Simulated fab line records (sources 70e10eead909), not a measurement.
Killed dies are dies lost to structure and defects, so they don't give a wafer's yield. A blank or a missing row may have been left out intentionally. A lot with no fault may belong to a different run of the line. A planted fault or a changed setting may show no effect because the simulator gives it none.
fab line records / flow nandHarc
record lots=6 wafers=18 lastDay=32
route steps=1302 shown A_CHANNEL_FILL_D2@615 END@1302
lots untouched by any fault: they come from a run of this same line in which no faults occurred
startH: start of the lot's first displayed wafer, in hours after the record's first day / waitH: how many hours have passed since the lot's step before this one / " identical to the entry in the row above / L1.1+2: several wafers, shown together as one row / - either no value or no given start / * or withheld: withheld / < > ~ a bound
route shown NAME@n: NAME is a module with steps in the file, n the number in the route of the first one / usual: the fault-free wafers' mean and standard deviation / same: alike in all rows / chamber/n: place in a boat / sites: readings site by site / _std_site: how widely they spread, as a standard deviation / _edge_site: outer sites' mean less inner sites' / radiusMm: for every site, how far away it sits from the centre of the wafer / mask NAME#n: copy n / behind: the tool/chamber that last shaped the wafer / hold: reason for holding the lot/hours on hold/outcome of the hold / device: which transistor (n, p or np) failed to switch / end of line: the same wafers' tests at the end of the route / for a step that has no rows: nothing shown but its recipe / killed: dies that structure and defects cost at the first sort, which is not the same as the wafer's yield / map: shows each die of a wafer: x if killed, . if not, _ if none is there
set.NAME: the setting as run; set.NAME@STEP: as run at that earlier step / model.NAME: the simulator's own value behind a step, which no gauge read
lots at selected steps of the route; one table per step, one row per wafer
services: a tool's chamber out of use, with start hour (startH, from the record's first day; less than 0 if before it), hours out, and reason
## steps
# step NHARC_A_CHANNEL_FILL_D2_ALD_15
# recipe targetThkA=20 pulseTimeS=60 aldCycles=19 tempC=630 pressureTorr=2 material=SiNx
# usual aldCycles=19/0 precursorPulseHeightRel=1.001/0.019
lot.wafer=L730.2 tool=aldSinBatch-03 chamber=0 startH=- waitH=- aldCycles=19 precursorPulseHeightRel=0.961
lot.wafer=L730.3 tool=aldSinBatch-03 chamber=0 startH=- waitH=- aldCycles=19 precursorPulseHeightRel=0.995
lot.wafer=L730.4 tool=aldSinBatch-03 chamber=0 startH=- waitH=- aldCycles=19 precursorPulseHeightRel=0.992
lot.wafer=L736.3 tool=aldSinBatch-03 chamber=0 startH=- waitH=- aldCycles=19 precursorPulseHeightRel=0.994
lot.wafer=L736.4 tool=aldSinBatch-03 chamber=0 startH=- waitH=- aldCycles=19 precursorPulseHeightRel=1.012
lot.wafer=L736.5 tool=aldSinBatch-03 chamber=0 startH=- waitH=- aldCycles=19 precursorPulseHeightRel=0.993
lot.wafer=L740.1 tool=aldSinBatch-03 chamber=0 startH=- waitH=- aldCycles=19 precursorPulseHeightRel=0.987
lot.wafer=L740.4 tool=aldSinBatch-03 chamber=0 startH=- waitH=- aldCycles=19 precursorPulseHeightRel=0.966
lot.wafer=L740.5 tool=aldSinBatch-03 chamber=0 startH=- waitH=- aldCycles=19 precursorPulseHeightRel=0.974
lot.wafer=L742.2 tool=aldSinBatch-02 chamber=0 startH=- waitH=- aldCycles=19 precursorPulseHeightRel=0.989
lot.wafer=L742.3 tool=aldSinBatch-02 chamber=0 startH=- waitH=- aldCycles=19 precursorPulseHeightRel=1.002
lot.wafer=L742.6 tool=aldSinBatch-02 chamber=0 startH=- waitH=- aldCycles=19 precursorPulseHeightRel=1.026
lot.wafer=L747.2 tool=aldSinBatch-03 chamber=0 startH=- waitH=- aldCycles=19 precursorPulseHeightRel=1.001
lot.wafer=L747.5 tool=aldSinBatch-03 chamber=0 startH=- waitH=- aldCycles=19 precursorPulseHeightRel=0.989
lot.wafer=L747.6 tool=aldSinBatch-03 chamber=0 startH=- waitH=- aldCycles=19 precursorPulseHeightRel=0.981
lot.wafer=L752.1 tool=aldSinBatch-02 chamber=0 startH=- waitH=- aldCycles=19 precursorPulseHeightRel=0.965
lot.wafer=L752.2 tool=aldSinBatch-02 chamber=0 startH=- waitH=- aldCycles=19 precursorPulseHeightRel=1.018
lot.wafer=L752.3 tool=aldSinBatch-02 chamber=0 startH=- waitH=- aldCycles=19 precursorPulseHeightRel=1.010
# step NHARC_A_CHANNEL_FILL_D2_ALD_16
# recipe targetThkA=15 pulseTimeS=10 aldCycles=15 tempC=300 material=SiO2
# usual aldCycles=15/0 heaterPowerW=479/44 precursorPulseHeightRel=0.998/0.018
lot.wafer=L730.4 tool=aldHk-02 chamber=0 startH=316.99 waitH=0.0 aldCycles=15 heaterPowerW=505 precursorPulseHeightRel=1.044
lot.wafer=L730.3 tool=aldHk-02 chamber=2 startH=316.99 waitH=0.0 aldCycles=15 heaterPowerW=571 precursorPulseHeightRel=0.987
lot.wafer=L730.2 tool=aldHk-02 chamber=3 startH=316.99 waitH=0.0 aldCycles=15 heaterPowerW=428 precursorPulseHeightRel=0.998
lot.wafer=L736.3 tool=aldHk-02 chamber=2 startH=362.47 waitH=0.0 aldCycles=15 heaterPowerW=537 precursorPulseHeightRel=0.960
lot.wafer=L736.4 tool=aldHk-02 chamber=1 startH=362.47 waitH=0.0 aldCycles=15 heaterPowerW=491 precursorPulseHeightRel=1.005
lot.wafer=L736.5 tool=aldHk-02 chamber=2 startH=362.47 waitH=0.0 aldCycles=15 heaterPowerW=533 precursorPulseHeightRel=0.995
lot.wafer=L740.1 tool=aldHk-01 chamber=2 startH=420.07 waitH=0.1 aldCycles=15 heaterPowerW=463 precursorPulseHeightRel=1.011
lot.wafer=L740.4 tool=aldHk-01 chamber=3 startH=420.07 waitH=0.1 aldCycles=15 heaterPowerW=458 precursorPulseHeightRel=1.004
lot.wafer=L740.5 tool=aldHk-01 chamber=1 startH=420.07 waitH=0.1 aldCycles=15 heaterPowerW=456 precursorPulseHeightRel=0.990
lot.wafer=L742.2 tool=aldHk-01 chamber=3 startH=424.26 waitH=0.1 aldCycles=15 heaterPowerW=453 precursorPulseHeightRel=1.017
lot.wafer=L742.3 tool=aldHk-01 chamber=0 startH=424.26 waitH=0.1 aldCycles=15 heaterPowerW=464 precursorPulseHeightRel=0.983
lot.wafer=L742.6 tool=aldHk-01 chamber=1 startH=424.26 waitH=0.1 aldCycles=15 heaterPowerW=434 precursorPulseHeightRel=0.997
lot.wafer=L747.2 tool=aldHk-02 chamber=2 startH=490.37 waitH=1.7 aldCycles=15 heaterPowerW=539 precursorPulseHeightRel=1.009
lot.wafer=L747.5 tool=aldHk-02 chamber=0 startH=490.37 waitH=1.7 aldCycles=15 heaterPowerW=514 precursorPulseHeightRel=0.996
lot.wafer=L747.6 tool=aldHk-02 chamber=1 startH=490.37 waitH=1.7 aldCycles=15 heaterPowerW=500 precursorPulseHeightRel=1.028
lot.wafer=L752.3 tool=aldHk-04 chamber=0 startH=524.92 waitH=0.1 aldCycles=15 heaterPowerW=465 precursorPulseHeightRel=0.992
lot.wafer=L752.1 tool=aldHk-04 chamber=1 startH=524.92 waitH=0.1 aldCycles=15 heaterPowerW=545 precursorPulseHeightRel=0.967
lot.wafer=L752.2 tool=aldHk-04 chamber=2 startH=524.92 waitH=0.1 aldCycles=15 heaterPowerW=455 precursorPulseHeightRel=0.985
# step NHARC_A_CHANNEL_FILL_D2_ANNEAL_17
# recipe tempC=850 timeS=1800
# step NHARC_A_CHANNEL_FILL_D2_CVD_18
# recipe targetThkA=30 tempC=550 material=poly-Si
# step NHARC_A_CHANNEL_FILL_D2_ETCHBACK_19
# recipe targetDepthA=50 timeS=1.7 hbrFlowSccm=150 cl2FlowSccm=50 rfW=400 icpW=400 biasW=100 chemistry=HBr/Cl2
# usual drypumpMotorCurrentA=5.8/0.57 heBacksideLeakSccm=2.56/0.16 oesProductAu=1.000/0.0069 throttleValvePct=26.407/0.0086
lot.wafer=L730.3 tool=rieSi-03 chamber=2 startH=328.52 waitH=0.4 drypumpMotorCurrentA=5.8 heBacksideLeakSccm=2.78 oesProductAu=1.002 rfHoursCounterH=0.6 throttleValvePct=26.408
lot.wafer=L730.2 tool=rieSi-03 chamber=3 startH=328.52 waitH=0.4 drypumpMotorCurrentA=5.3 heBacksideLeakSccm=2.51 oesProductAu=0.997 rfHoursCounterH=0.6 throttleValvePct=26.414
lot.wafer=L730.4 tool=rieSi-03 chamber=3 startH=328.52 waitH=0.4 drypumpMotorCurrentA=5.4 heBacksideLeakSccm=2.72 oesProductAu=1.000 rfHoursCounterH=- throttleValvePct=26.404
lot.wafer=L736.3 tool=rieSi-04 chamber=1 startH=374.29 waitH=0.4 drypumpMotorCurrentA=6.5 heBacksideLeakSccm=2.59 oesProductAu=1.008 rfHoursCounterH=0.1 throttleValvePct=26.404
lot.wafer=L736.5 tool=rieSi-04 chamber=3 startH=374.29 waitH=0.4 drypumpMotorCurrentA=6.1 heBacksideLeakSccm=2.75 oesProductAu=0.994 rfHoursCounterH=- throttleValvePct=26.390
lot.wafer=L736.4 tool=rieSi-04 chamber=2 startH=374.29 waitH=0.4 drypumpMotorCurrentA=5.2 heBacksideLeakSccm=2.38 oesProductAu=1.002 rfHoursCounterH=- throttleValvePct=26.390
lot.wafer=L740.1 tool=rieSi-04 chamber=0 startH=431.92 waitH=0.4 drypumpMotorCurrentA=6.6 heBacksideLeakSccm=2.40 oesProductAu=0.998 rfHoursCounterH=0.4 throttleValvePct=26.412
lot.wafer=L740.4 tool=rieSi-04 chamber=1 startH=431.92 waitH=0.4 drypumpMotorCurrentA=6.4 heBacksideLeakSccm=2.47 oesProductAu=1.004 rfHoursCounterH=0.5 throttleValvePct=26.396
lot.wafer=L740.5 tool=rieSi-04 chamber=3 startH=431.92 waitH=0.4 drypumpMotorCurrentA=6.2 heBacksideLeakSccm=2.53 oesProductAu=0.998 rfHoursCounterH=- throttleValvePct=26.393
lot.wafer=L742.3 tool=rieSi-04 chamber=2 startH=436.32 waitH=0.4 drypumpMotorCurrentA=5.2 heBacksideLeakSccm=2.47 oesProductAu=1.006 rfHoursCounterH=0.5 throttleValvePct=26.416
lot.wafer=L742.2 tool=rieSi-04 chamber=0 startH=436.32 waitH=0.4 drypumpMotorCurrentA=6.6 heBacksideLeakSccm=2.44 oesProductAu=0.991 rfHoursCounterH=0.4 throttleValvePct=26.412
lot.wafer=L742.6 tool=rieSi-04 chamber=3 startH=436.32 waitH=0.4 drypumpMotorCurrentA=6.2 heBacksideLeakSccm=2.58 oesProductAu=0.996 rfHoursCounterH=- throttleValvePct=26.402
lot.wafer=L747.2 tool=rieSi-03 chamber=0 startH=502.71 waitH=0.4 drypumpMotorCurrentA=4.9 heBacksideLeakSccm=2.36 oesProductAu=1.000 rfHoursCounterH=0.4 throttleValvePct=26.401
lot.wafer=L747.5 tool=rieSi-03 chamber=2 startH=502.71 waitH=0.4 drypumpMotorCurrentA=5.8 heBacksideLeakSccm=2.81 oesProductAu=0.991 rfHoursCounterH=- throttleValvePct=26.416
lot.wafer=L747.6 tool=rieSi-03 chamber=0 startH=502.71 waitH=0.4 drypumpMotorCurrentA=5.0 heBacksideLeakSccm=2.48 oesProductAu=0.992 rfHoursCounterH=- throttleValvePct=26.403
lot.wafer=L752.2 tool=rieSi-03 chamber=3 startH=536.23 waitH=0.4 drypumpMotorCurrentA=5.3 heBacksideLeakSccm=2.49 oesProductAu=0.994 rfHoursCounterH=0.4 throttleValvePct=26.414
lot.wafer=L752.1 tool=rieSi-03 chamber=0 startH=536.23 waitH=0.4 drypumpMotorCurrentA=5.0 heBacksideLeakSccm=2.65 oesProductAu=0.999 rfHoursCounterH=0.6 throttleValvePct=26.418
lot.wafer=L752.3 tool=rieSi-03 chamber=1 startH=536.23 waitH=0.4 drypumpMotorCurrentA=5.3 heBacksideLeakSccm=2.27 oesProductAu=0.999 rfHoursCounterH=0.7 throttleValvePct=26.425
# step NHARC_A_CHANNEL_FILL_D2_ETCHBACK_20
# recipe targetDepthA=270 timeS=13.5 c4f8FlowSccm=withheld o2FlowSccm=8 arFlowSccm=withheld rfW=600 biasW=1500 chemistry=C4F8/O2/Ar
# step NHARC_A_CHANNEL_FILL_D2_STRIP_28
# recipe timeS=20 o2FlowSccm=500 arFlowSccm=0 biasW=0 chemistry=O2
# usual drypumpMotorCurrentA=5.7/0.38 oesProductAu=0.999/0.0078 rfVppV=57.9/0.92 showerheadPlenumPTorr=3.61/0.12 throttleValvePct=17.036/0.0086
lot.wafer=L730.3 tool=rieDiel-03 chamber=3 startH=328.77 waitH=0.1 drypumpMotorCurrentA=5.8 oesProductAu=1.002 rfHoursCounterH=1 rfVppV=58.9 showerheadPlenumPTorr=3.63 throttleValvePct=17.025
lot.wafer=L730.2 tool=rieDiel-03 chamber=0 startH=328.77 waitH=0.1 drypumpMotorCurrentA=5.5 oesProductAu=1.001 rfHoursCounterH=1 rfVppV=58.7 showerheadPlenumPTorr=3.76 throttleValvePct=17.036
lot.wafer=L730.4 tool=rieDiel-03 chamber=2 startH=328.77 waitH=0.1 drypumpMotorCurrentA=5.7 oesProductAu=0.997 rfHoursCounterH=1 rfVppV=59.8 showerheadPlenumPTorr=3.71 throttleValvePct=17.049
lot.wafer=L736.3 tool=rieDiel-07 chamber=1 startH=374.54 waitH=0.1 drypumpMotorCurrentA=6.2 oesProductAu=1.007 rfHoursCounterH=3 rfVppV=57.9 showerheadPlenumPTorr=3.76 throttleValvePct=17.036
lot.wafer=L736.5 tool=rieDiel-07 chamber=1 startH=374.54 waitH=0.1 drypumpMotorCurrentA=6.2 oesProductAu=1.007 rfHoursCounterH=- rfVppV=58.6 showerheadPlenumPTorr=3.76 throttleValvePct=17.037
lot.wafer=L736.4 tool=rieDiel-07 chamber=2 startH=374.54 waitH=0.1 drypumpMotorCurrentA=5.8 oesProductAu=1.002 rfHoursCounterH=- rfVppV=57.6 showerheadPlenumPTorr=3.45 throttleValvePct=17.047
lot.wafer=L740.4 tool=rieDiel-03 chamber=2 startH=432.12 waitH=0.1 drypumpMotorCurrentA=5.8 oesProductAu=0.995 rfHoursCounterH=4 rfVppV=56.9 showerheadPlenumPTorr=3.71 throttleValvePct=17.043
lot.wafer=L740.1 tool=rieDiel-03 chamber=3 startH=432.12 waitH=0.1 drypumpMotorCurrentA=5.8 oesProductAu=1.006 rfHoursCounterH=3 rfVppV=59.5 showerheadPlenumPTorr=3.62 throttleValvePct=17.043
lot.wafer=L740.5 tool=rieDiel-03 chamber=1 startH=432.12 waitH=0.1 drypumpMotorCurrentA=6.3 oesProductAu=0.995 rfHoursCounterH=- rfVppV=57.9 showerheadPlenumPTorr=3.56 throttleValvePct=17.027
lot.wafer=L742.2 tool=rieDiel-13 chamber=0 startH=436.54 waitH=0.1 drypumpMotorCurrentA=5.4 oesProductAu=0.989 rfHoursCounterH=15 rfVppV=56.6 showerheadPlenumPTorr=3.51 throttleValvePct=17.041
lot.wafer=L742.3 tool=rieDiel-13 chamber=3 startH=436.54 waitH=0.1 drypumpMotorCurrentA=5.8 oesProductAu=0.986 rfHoursCounterH=14 rfVppV=57.3 showerheadPlenumPTorr=3.73 throttleValvePct=17.029
lot.wafer=L742.6 tool=rieDiel-13 chamber=0 startH=436.54 waitH=0.1 drypumpMotorCurrentA=5.5 oesProductAu=0.988 rfHoursCounterH=- rfVppV=57.9 showerheadPlenumPTorr=3.51 throttleValvePct=17.032
lot.wafer=L747.2 tool=rieDiel-03 chamber=1 startH=502.94 waitH=0.1 drypumpMotorCurrentA=6.2 oesProductAu=1.009 rfHoursCounterH=1 rfVppV=57.4 showerheadPlenumPTorr=3.56 throttleValvePct=17.039
lot.wafer=L747.6 tool=rieDiel-03 chamber=3 startH=502.94 waitH=0.1 drypumpMotorCurrentA=5.8 oesProductAu=0.995 rfHoursCounterH=- rfVppV=58.7 showerheadPlenumPTorr=3.62 throttleValvePct=17.039
lot.wafer=L747.5 tool=rieDiel-03 chamber=1 startH=502.94 waitH=0.1 drypumpMotorCurrentA=6.2 oesProductAu=1.000 rfHoursCounterH=- rfVppV=57.7 showerheadPlenumPTorr=3.56 throttleValvePct=17.031
lot.wafer=L752.1 tool=rieDiel-07 chamber=0 startH=536.45 waitH=0.1 drypumpMotorCurrentA=4.8 oesProductAu=1.009 rfHoursCounterH=1 rfVppV=57.9 showerheadPlenumPTorr=3.71 throttleValvePct=17.047
lot.wafer=L752.2 tool=rieDiel-07 chamber=1 startH=536.45 waitH=0.1 drypumpMotorCurrentA=6.2 oesProductAu=1.004 rfHoursCounterH=1 rfVppV=58.3 showerheadPlenumPTorr=3.76 throttleValvePct=17.036
lot.wafer=L752.3 tool=rieDiel-07 chamber=2 startH=536.45 waitH=0.1 drypumpMotorCurrentA=5.8 oesProductAu=1.010 rfHoursCounterH=1 rfVppV=58.3 showerheadPlenumPTorr=3.44 throttleValvePct=17.040
# step NHARC_A_CHANNEL_FILL_D2_PRECLEAN_21
# recipe timeS=30 chemistry=dHF
# step NHARC_A_CHANNEL_FILL_D2_SRD_23
# step NHARC_A_CHANNEL_FILL_D2_CVD_05
# recipe targetThkA=50 tempC=550 material=poly-Si
# step NHARC_A_CHANNEL_FILL_D2_ANNEAL_22
# recipe tempC=620 timeS=7200
# step NHARC_A_CHANNEL_FILL_D2_ALD_25
# recipe targetThkA=600 pulseTimeS=10 aldCycles=600 tempC=300 material=SiOx
# usual aldCycles=600/0 heaterPowerW=477/45 precursorPulseHeightRel=1.000/0.02
lot.wafer=L730.3 tool=aldHk-02 chamber=0 startH=341.80 waitH=0.0 aldCycles=600 heaterPowerW=507 precursorPulseHeightRel=0.998
lot.wafer=L730.4 tool=aldHk-02 chamber=1 startH=341.80 waitH=0.0 aldCycles=600 heaterPowerW=493 precursorPulseHeightRel=1.017
lot.wafer=L730.2 tool=aldHk-02 chamber=2 startH=341.80 waitH=0.0 aldCycles=600 heaterPowerW=568 precursorPulseHeightRel=0.999
lot.wafer=L736.4 tool=aldHk-01 chamber=0 startH=383.71 waitH=0.1 aldCycles=600 heaterPowerW=453 precursorPulseHeightRel=0.998
lot.wafer=L736.3 tool=aldHk-01 chamber=3 startH=385.55 waitH=1.9 aldCycles=600 heaterPowerW=445 precursorPulseHeightRel=1.007
lot.wafer=L736.5 tool=aldHk-01 chamber=0 startH=385.55 waitH=1.9 aldCycles=600 heaterPowerW=448 precursorPulseHeightRel=1.016
lot.wafer=L740.1 tool=aldHk-02 chamber=2 startH=446.12 waitH=1.3 aldCycles=669 heaterPowerW=543 precursorPulseHeightRel=1.030
lot.wafer=L740.4 tool=aldHk-02 chamber=3 startH=446.12 waitH=1.3 aldCycles=669 heaterPowerW=445 precursorPulseHeightRel=1.007
lot.wafer=L740.5 tool=aldHk-02 chamber=0 startH=446.12 waitH=1.3 aldCycles=669 heaterPowerW=510 precursorPulseHeightRel=1.005
lot.wafer=L742.2 tool=aldHk-02 chamber=2 startH=448.59 waitH=0.1 aldCycles=669 heaterPowerW=549 precursorPulseHeightRel=0.974
lot.wafer=L742.3 tool=aldHk-02 chamber=3 startH=448.59 waitH=0.1 aldCycles=669 heaterPowerW=452 precursorPulseHeightRel=0.985
lot.wafer=L742.6 tool=aldHk-02 chamber=3 startH=451.65 waitH=3.2 aldCycles=669 heaterPowerW=441 precursorPulseHeightRel=1.011
lot.wafer=L747.2 tool=aldHk-04 chamber=3 startH=514.39 waitH=0.1 aldCycles=600 heaterPowerW=394 precursorPulseHeightRel=1.002
lot.wafer=L747.5 tool=aldHk-04 chamber=3 startH=516.88 waitH=2.5 aldCycles=600 heaterPowerW=393 precursorPulseHeightRel=1.007
lot.wafer=L747.6 tool=aldHk-04 chamber=0 startH=516.88 waitH=2.5 aldCycles=600 heaterPowerW=462 precursorPulseHeightRel=0.996
lot.wafer=L752.3 tool=aldHk-01 chamber=1 startH=547.68 waitH=0.1 aldCycles=600 heaterPowerW=455 precursorPulseHeightRel=1.007
lot.wafer=L752.2 tool=aldHk-01 chamber=2 startH=548.91 waitH=1.3 aldCycles=600 heaterPowerW=420 precursorPulseHeightRel=0.999
lot.wafer=L752.1 tool=aldHk-01 chamber=3 startH=550.14 waitH=2.5 aldCycles=600 heaterPowerW=455 precursorPulseHeightRel=0.969
# step NHARC_A_CHANNEL_FILL_D2_ETCHBACK_08
# recipe targetDepthA=2200 timeS=110 c4f8FlowSccm=20 arFlowSccm=withheld rfW=600 biasW=300 chemistry=C4F8
# usual oesProductAu=0.96/0.037 rfVppV=442.7/2.2
lot.wafer=L730.3 tool=rieDiel-03 chamber=0 startH=- waitH=- oesProductAu=0.92 rfHoursCounterH=1 rfVppV=445.2
lot.wafer=L730.4 tool=rieDiel-03 chamber=2 startH=- waitH=- oesProductAu=0.92 rfHoursCounterH=1 rfVppV=444.7
lot.wafer=L730.2 tool=rieDiel-03 chamber=3 startH=- waitH=- oesProductAu=0.93 rfHoursCounterH=1 rfVppV=442.7
lot.wafer=L736.3 tool=rieDiel-03 chamber=2 startH=- waitH=- oesProductAu=0.94 rfHoursCounterH=2 rfVppV=443.2
lot.wafer=L736.4 tool=rieDiel-03 chamber=3 startH=- waitH=- oesProductAu=0.96 rfHoursCounterH=2 rfVppV=442.4
lot.wafer=L736.5 tool=rieDiel-03 chamber=2 startH=- waitH=- oesProductAu=0.96 rfHoursCounterH=- rfVppV=444.9
lot.wafer=L740.1 tool=rieDiel-03 chamber=3 startH=- waitH=- oesProductAu=0.93 rfHoursCounterH=3 rfVppV=442.2
lot.wafer=L740.4 tool=rieDiel-03 chamber=0 startH=- waitH=- oesProductAu=0.93 rfHoursCounterH=4 rfVppV=443.6
lot.wafer=L740.5 tool=rieDiel-03 chamber=3 startH=- waitH=- oesProductAu=0.93 rfHoursCounterH=- rfVppV=441.7
lot.wafer=L742.2 tool=rieDiel-03 chamber=1 startH=- waitH=- oesProductAu=0.99 rfHoursCounterH=4 rfVppV=442.1
lot.wafer=L742.3 tool=rieDiel-03 chamber=2 startH=- waitH=- oesProductAu=1.00 rfHoursCounterH=4 rfVppV=443.6
lot.wafer=L742.6 tool=rieDiel-03 chamber=3 startH=- waitH=- oesProductAu=1.01 rfHoursCounterH=- rfVppV=442.8
lot.wafer=L747.2 tool=rieDiel-13 chamber=3 startH=- waitH=- oesProductAu=1.01 rfHoursCounterH=27 rfVppV=443.8
lot.wafer=L747.5 tool=rieDiel-13 chamber=3 startH=- waitH=- oesProductAu=1.01 rfHoursCounterH=- rfVppV=444.1
lot.wafer=L747.6 tool=rieDiel-13 chamber=0 startH=- waitH=- oesProductAu=1.01 rfHoursCounterH=- rfVppV=440.4
lot.wafer=L752.2 tool=rieDiel-03 chamber=3 startH=- waitH=- oesProductAu=0.99 rfHoursCounterH=3 rfVppV=441.7
lot.wafer=L752.1 tool=rieDiel-03 chamber=0 startH=- waitH=- oesProductAu=1.00 rfHoursCounterH=3 rfVppV=444.9
lot.wafer=L752.3 tool=rieDiel-03 chamber=1 startH=- waitH=- oesProductAu=1.01 rfHoursCounterH=3 rfVppV=441.4
# step NHARC_END_SORT_01
# recipe tempC=25
# usual killedAtArray=54/16 killedAtOther=0.6/0.86 killedAtPeriphery=3.8/2.6 killedDies=58/16 killedOpen=3.3/1.8 killedShort=2.7/1.7
# same grossDies=677
lot.wafer=L736.3 tool=prober-02 chamber=0 startH=604.04 waitH=3.1 killedAtArray=78 killedAtOther=0 killedAtPeriphery=6 killedDies=84 killedOpen=5 killedShort=5
lot.wafer=L736.4 tool=prober-02 chamber=0 startH=604.83 waitH=3.4 killedAtArray=89 killedAtOther=0 killedAtPeriphery=4 killedDies=93 killedOpen=3 killedShort=5
lot.wafer=L736.5 tool=prober-02 chamber=0 startH=605.62 waitH=3.7 killedAtArray=57 killedAtOther=0 killedAtPeriphery=0 killedDies=57 killedOpen=3 killedShort=2
lot.wafer=L742.2 tool=prober-01 chamber=0 startH=676.37 waitH=2.8 killedAtArray=35 killedAtOther=1 killedAtPeriphery=7 killedDies=43 killedOpen=4 killedShort=4
lot.wafer=L742.3 tool=prober-01 chamber=0 startH=677.16 waitH=3.1 killedAtArray=37 killedAtOther=0 killedAtPeriphery=5 killedDies=42 killedOpen=1 killedShort=3
lot.wafer=L742.6 tool=prober-01 chamber=0 startH=679.53 waitH=4.0 killedAtArray=33 killedAtOther=0 killedAtPeriphery=9 killedDies=42 killedOpen=3 killedShort=2
# killed by level:class
L736.3 A_CHANNEL_HOLE_D1:chamberFilmFlake=36 A_CHANNEL_HOLE_D2:chamberFilmFlake=31 A_CHANNEL_FILL_D2:geometricParticle:short=3 A_STAIRCASE:chamberFilmFlake=3 P_CONTACT:geometricParticle:open=2 A_CONTACT:chamberFilmFlake=2 P_ZERO_WELL:geometricParticle:short=1 P_CONTACT:geometricParticle:short=1
L736.4 A_CHANNEL_HOLE_D2:chamberFilmFlake=43 A_CHANNEL_HOLE_D1:chamberFilmFlake=35 P_M0:geometricParticle:short=2 A_CHANNEL_FILL_D2:geometricParticle:short=2 A_STAIRCASE:chamberFilmFlake=2 A_CONTACT:chamberFilmFlake=2 P_CONTACT:geometricParticle:short=1 A_SOURCE_PLATE:geometricParticle:open=1
L736.5 A_CHANNEL_HOLE_D1:chamberFilmFlake=26 A_CHANNEL_HOLE_D2:chamberFilmFlake=20 A_STAIRCASE:chamberFilmFlake=3 A_BLC:geometricParticle:open=2 A_WL_FILL:geometricParticle:short=1 A_CONTACT:geometricParticle:open=1 A_BLC:geometricParticle:short=1 A_CHANNEL_FILL_D1:chamberFilmFlake=1
L742.2 A_SLIT:chamberFilmFlake=14 A_CHANNEL_HOLE_D1:chamberFilmFlake=4 P_ZERO_WELL:chamberFilmFlake=3 A_STAIRCASE:chamberFilmFlake=3 A_WL_FILL:geometricParticle:short=2 P_GATE:chamberFilmFlake=2 A_WL_FILL:chamberFilmFlake=2 A_CONTACT:chamberFilmFlake=2
L742.3 A_SLIT:chamberFilmFlake=17 A_CHANNEL_HOLE_D1:chamberFilmFlake=5 A_STAIRCASE:chamberFilmFlake=4 P_GATE:chamberFilmFlake=3 A_WL_FILL:chamberFilmFlake=3 P_ZERO_WELL:chamberFilmFlake=2 A_CHANNEL_HOLE_D2:chamberFilmFlake=2 A_DECK1_JOINT:geometricParticle:short=1
L742.6 A_SLIT:chamberFilmFlake=17 A_CHANNEL_HOLE_D1:chamberFilmFlake=5 P_GATE:chamberFilmFlake=4 A_BONDPAD:chamberFilmFlake=4 P_ZERO_WELL:chamberFilmFlake=3 P_M0:geometricParticle:open=1 P_M1:geometricParticle:short=1 A_DECK1_JOINT:geometricParticle:short=1
## services
tool=rieDiel-07 chamber=- startH=294.20 hours=9.0 kind=pm
tool=aldHk-01 chamber=- startH=302.35 hours=10.0 kind=pm
tool=rieDiel-13 chamber=2 startH=304.40 hours=5.2 kind=repair
tool=rieDiel-03 chamber=3 startH=310.63 hours=6.9 kind=repair
tool=rieSi-04 chamber=3 startH=318.04 hours=5.5 kind=repair
tool=aldHk-04 chamber=- startH=325.21 hours=0.5 kind=repair
tool=rieSi-03 chamber=1 startH=328.15 hours=19.3 kind=repair
tool=rieDiel-13 chamber=- startH=339.34 hours=5.2 kind=repair
tool=rieSi-04 chamber=- startH=342.00 hours=9.0 kind=pm
tool=rieDiel-13 chamber=- startH=344.59 hours=9.0 kind=pm
tool=rieSi-04 chamber=1 startH=353.21 hours=1.8 kind=repair
tool=rieDiel-07 chamber=3 startH=361.64 hours=23.6 kind=repair
tool=rieSi-04 chamber=0 startH=372.42 hours=5.8 kind=repair
tool=rieSi-03 chamber=- startH=398.00 hours=9.0 kind=pm
tool=rieSi-04 chamber=1 startH=418.23 hours=3.1 kind=repair
tool=rieDiel-03 chamber=- startH=458.30 hours=9.0 kind=pm
tool=rieSi-04 chamber=1 startH=458.54 hours=3.3 kind=repair
tool=rieSi-04 chamber=1 startH=475.53 hours=4.8 kind=repair
tool=rieSi-03 chamber=- startH=490.34 hours=0.2 kind=repair
tool=rieSi-03 chamber=- startH=493.33 hours=0.2 kind=repair
tool=rieSi-03 chamber=3 startH=498.75 hours=22.8 kind=repair
tool=rieDiel-03 chamber=0 startH=498.80 hours=6.5 kind=repair
tool=rieSi-04 chamber=- startH=519.00 hours=9.0 kind=pm
tool=aldHk-02 chamber=- startH=529.24 hours=10.0 kind=pm
## key
firstSign step=NHARC_A_CHANNEL_FILL_D2_ALD_25 reading=aldCycles direction=up sigmas=99+ usual=600 struck=669
effect none on later readings
metAt NHARC_A_CHANNEL_FILL_D2_ALD_25
struckWafers L740.1,L740.4,L740.5,L742.2,L742.3,L742.6
testerLeftOut L740,L742
fault kind=processParameterDrift tool=aldHk-02 chamber=- onsetH=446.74 steps=NHARC_A_CHANNEL_FILL_D2_ALD_25 channel=aldCycles offset=69 shape=step endH=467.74 actsIn=theseRecipesOnly stated=600
# testerLeftOut: of these lots the tester's yield and bins aren't shown, on N5 and GAA mostly nor the transistor test; their killed dies are dies lost to structure and defects alone, not to doping, threshold or leakage, so they don't give the yield
